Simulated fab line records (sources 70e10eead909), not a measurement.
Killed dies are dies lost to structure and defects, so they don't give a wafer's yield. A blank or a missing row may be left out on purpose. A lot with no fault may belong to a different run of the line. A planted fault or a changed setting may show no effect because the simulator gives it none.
What tool caused it? -- flow nandHarc -- 14 lots with 42 wafers sampled at 4 steps, on a route of 1302 steps

## WHAT EACH GAUGE READ, for each wafer
Not one reading of a measure or inspect step in the record can be checked against a usual standard deviation.

## WHAT TOOL EACH LOT RAN ON (gives the tool, then ch and the chambers of the sampled wafers, and finally the start)
lot,NHARC_P_M2_DESCUM_14,NHARC_P_M2_ETCH_28,NHARC_P_M2_PRE_CLEAN_30,NHARC_P_M2_PVD_21
L606,"rieDiel-03 ch 0,1,2, day 6 15:21","rieDiel-05 ch 1,3, day 6 16:37 or earlier","pvdSputter-02, day 6 16:37 or earlier","pvdSputter-02, day 6 16:37"
L607,"rieDiel-06 ch 0,2, day 6 22:46","rieDiel-05 ch 0,1,2, day 7 00:03 or earlier","pvdSputter-02, day 7 00:03 or earlier","pvdSputter-02, day 7 00:03"
L608,"rieDiel-06 ch 0,2,3, day 7 02:40","rieDiel-03 ch 1,2,3, day 7 03:56 or earlier","pvdSputter-03, day 7 03:56 or earlier","pvdSputter-03, day 7 03:56"
L610,"rieDiel-06 ch 1,2, day 8 11:11","rieDiel-03 ch 0,1,2, day 8 12:27 or earlier","pvdSputter-02, day 8 12:27 or earlier","pvdSputter-02, day 8 12:27"
L613,"rieDiel-05 ch 1,2,3, day 9 08:50","rieDiel-06 ch 0,1, day 9 10:06 or earlier","pvdSputter-03, day 9 10:06 or earlier","pvdSputter-03, day 9 10:06"
L614,"rieDiel-06 ch 0,1,2, day 9 14:26","rieDiel-03 ch 1,2,3, day 9 15:41 or earlier","pvdSputter-01, day 9 15:41 or earlier","pvdSputter-01, day 9 15:41"
L615,"rieDiel-03 ch 0,3, day 10 09:19","rieDiel-06 ch 0,2, day 10 10:35 or earlier","pvdSputter-02, day 10 10:35 or earlier","pvdSputter-02, day 10 10:35"
L616,"rieDiel-06 ch 0,3, day 10 14:18","rieDiel-03 ch 2,3, day 10 15:32 or earlier","pvdSputter-03, day 10 15:32 or earlier","pvdSputter-03, day 10 15:32"
L620,"rieDiel-06 ch 1,2,3, day 12 11:37","rieDiel-05 ch 1,2, day 12 12:52 or earlier","pvdSputter-03, day 12 12:52 or earlier","pvdSputter-03, day 12 12:52"
L621,"rieDiel-06 ch 2,3, day 12 12:47","rieDiel-05 ch 0,1,3, day 12 14:07 or earlier","pvdSputter-02, day 12 14:07 or earlier","pvdSputter-02, day 12 14:07"
L622,"rieDiel-05 ch 0,1,3, day 13 04:55","rieDiel-06 ch 0,1,2, day 13 06:12 or earlier","pvdSputter-03, day 13 06:12 or earlier","pvdSputter-03, day 13 06:12"
L626,"rieDiel-06 ch 0,2, day 14 18:06","rieDiel-05 ch 0,1,2, day 14 19:21 or earlier","pvdSputter-02, day 14 19:21 or earlier","pvdSputter-02, day 14 19:21"
L627,"rieDiel-06 ch 0,1, day 15 08:02","rieDiel-05 ch 1,2,3, day 15 09:21 or earlier","pvdSputter-01, day 15 09:21 or earlier","pvdSputter-01, day 15 09:21"
L629,"rieDiel-06 ch 1,2, day 16 03:26","rieDiel-03 ch 0,1,2, day 16 04:41 or earlier","pvdSputter-03, day 16 04:41 or earlier","pvdSputter-03, day 16 04:41"
- NHARC_P_M2_DESCUM_14: chemistry O2, time 3 s.
- NHARC_P_M2_ETCH_28: etches the open film in CF4/N2, target depth 30 nm, time 72.99 s.
- NHARC_P_M2_PRE_CLEAN_30: time 30 s.
- NHARC_P_M2_PVD_21: deposits Cu, target thk 30 nm, time 20.49 s.

## WHAT THE TOOLS THEMSELVES READ (means of the sampled wafers that have a number; where no wafer has one, the mark that the record gives instead)
NHARC_P_M2_DESCUM_14.
lot,tool,chamberPressureMTorr (mTorr),drypumpMotorCurrentA (A),mfcArSccm (sccm),oesProductAu (a.u.),rfVppV (V),showerheadPlenumPTorr (Torr),throttleValvePct (%)
L606,rieDiel-03,59.96,5.9,0.016,1.008,58.2,1.94,11.311
L607,rieDiel-06,59.97,5.7,0.000,0.998,57.7,1.85,11.310
L608,rieDiel-06,60.02,5.6,0.011,1.005,57.2,1.86,11.309
L610,rieDiel-06,60.00,5.2,0.000,1.010,58.0,1.94,11.306
L613,rieDiel-05,60.00,5.7,0.003,1.000,59.0,2.01,11.302
L614,rieDiel-06,60.02,5.3,0.000,1.009,57.3,1.92,11.312
L615,rieDiel-03,59.95,6.2,0.028,0.999,58.2,1.96,11.312
L616,rieDiel-06,60.01,5.6,0.022,1.009,57.5,1.87,11.304
L620,rieDiel-06,60.00,5.6,0.011,1.005,57.4,1.88,11.318
L621,rieDiel-06,59.99,6.0,0.022,1.011,56.7,1.82,11.305
L622,rieDiel-05,60.03,5.7,0.003,0.999,57.9,1.99,11.308
L626,rieDiel-06,59.99,5.4,0.000,1.004,58.1,1.89,11.325
L627,rieDiel-06,60.00,4.8,0.000,1.010,58.0,1.99,11.316
L629,rieDiel-06,60.04,5.2,0.000,1.006,57.4,1.94,11.321

NHARC_P_M2_ETCH_28.
lot,tool,chamberPressureMTorr (mTorr),drypumpMotorCurrentA (A),mfcArSccm (sccm),oesProductAu (a.u.),rfVppV (V),showerheadPlenumPTorr (Torr),throttleValvePct (%)
L606,rieDiel-05,29.991,5.7,150.1,1.009,316.2,2.73,19.798
L607,rieDiel-05,30.003,5.7,149.8,0.999,315.8,2.74,19.794
L608,rieDiel-03,29.991,5.6,149.9,1.000,312.9,2.61,19.801
L610,rieDiel-03,29.979,5.9,150.0,0.996,315.1,2.66,19.792
L613,rieDiel-06,29.984,4.9,150.4,1.007,315.5,2.70,19.795
L614,rieDiel-03,29.998,5.6,149.8,1.007,314.1,2.61,19.795
L615,rieDiel-06,29.991,5.4,149.9,1.007,314.4,2.60,19.799
L616,rieDiel-03,30.011,5.4,150.0,1.000,313.9,2.60,19.793
L620,rieDiel-05,29.993,5.9,149.6,1.006,314.8,2.69,19.796
L621,rieDiel-05,29.996,5.7,149.9,1.000,315.8,2.72,19.788
L622,rieDiel-06,30.007,5.3,150.2,1.011,314.2,2.63,19.792
L626,rieDiel-05,30.017,5.7,150.3,0.997,315.5,2.73,19.796
L627,rieDiel-05,29.994,5.7,149.7,0.999,316.3,2.74,19.795
L629,rieDiel-03,29.988,5.9,149.7,0.998,314.4,2.65,19.790

NHARC_P_M2_PRE_CLEAN_30.
lot,tool,heaterPowerW (W)
L606,pvdSputter-02,357
L607,pvdSputter-02,381
L608,pvdSputter-03,430
L610,pvdSputter-02,364
L613,pvdSputter-03,432
L614,pvdSputter-01,408
L615,pvdSputter-02,373
L616,pvdSputter-03,448
L620,pvdSputter-03,388
L621,pvdSputter-02,385
L622,pvdSputter-03,412
L626,pvdSputter-02,333
L627,pvdSputter-01,415
L629,pvdSputter-03,433

NHARC_P_M2_PVD_21.
lot,tool,cathodeDcPowerW (W),chamberPressurePa (Pa),throttleValvePct (%)
L606,pvdSputter-02,5000.8,5.005,30.0
L607,pvdSputter-02,4999.8,5.004,29.0
L608,pvdSputter-03,4999.6,4.994,30.3
L610,pvdSputter-02,5001.3,5.004,31.1
L613,pvdSputter-03,4999.9,5.012,29.5
L614,pvdSputter-01,5000.6,5.004,30.6
L615,pvdSputter-02,5000.6,5.001,30.1
L616,pvdSputter-03,5000.3,5.001,31.1
L620,pvdSputter-03,-,-,-
L621,pvdSputter-02,-,-,-
L622,pvdSputter-03,4999.4,5.008,29.8
L626,pvdSputter-02,5000.1,4.988,28.8
L627,pvdSputter-01,5000.3,5.006,30.2
L629,pvdSputter-03,4999.4,4.995,30.0

## THE ANSWER, worked out from the rows above alone
Rule: the lots themselves supply what counts as usual. The widest of any qualifying gaps counts: lots, ordered by their means at a reading, are off when they make up no more than a third of the lots, leave a main group of 4 or more, and stand apart from it by 3 or more times the standard deviation of that group's means. The tables above print the reading to a certain number of digits; a main group whose means all agree to those digits is not used. Also off: a lot with no number at a reading for which 4 or more lots have one. Where the step has rows for the other lots, those lots are counted as sound. Order of review: gauges by route order, followed by the tools' own readings, for which a lot's mean as printed above is used. At the first step where some lot is off, the reading lying furthest off is the one used; lots without a number count as furthest.
Off at NHARC_P_M2_PVD_21 (cathodeDcPowerW): L620, L621. Without a number there: L620, L621. The main group has a mean of 5000.2 W with a standard deviation of 0.56.
If a tool, at that step or one of the process steps before it, ran each lot that is off and ran no sound lot following the first of them, it fits. NHARC_P_M2_ETCH_28: start missing for some lots; hours and lot order therefore follow NHARC_P_M2_PVD_21. NHARC_P_M2_PRE_CLEAN_30: start missing for some lots; hours and lot order therefore follow NHARC_P_M2_PVD_21. Not one of the candidates tried fits.

## WHAT HAD BEEN PUT IN BY THE SIMULATOR
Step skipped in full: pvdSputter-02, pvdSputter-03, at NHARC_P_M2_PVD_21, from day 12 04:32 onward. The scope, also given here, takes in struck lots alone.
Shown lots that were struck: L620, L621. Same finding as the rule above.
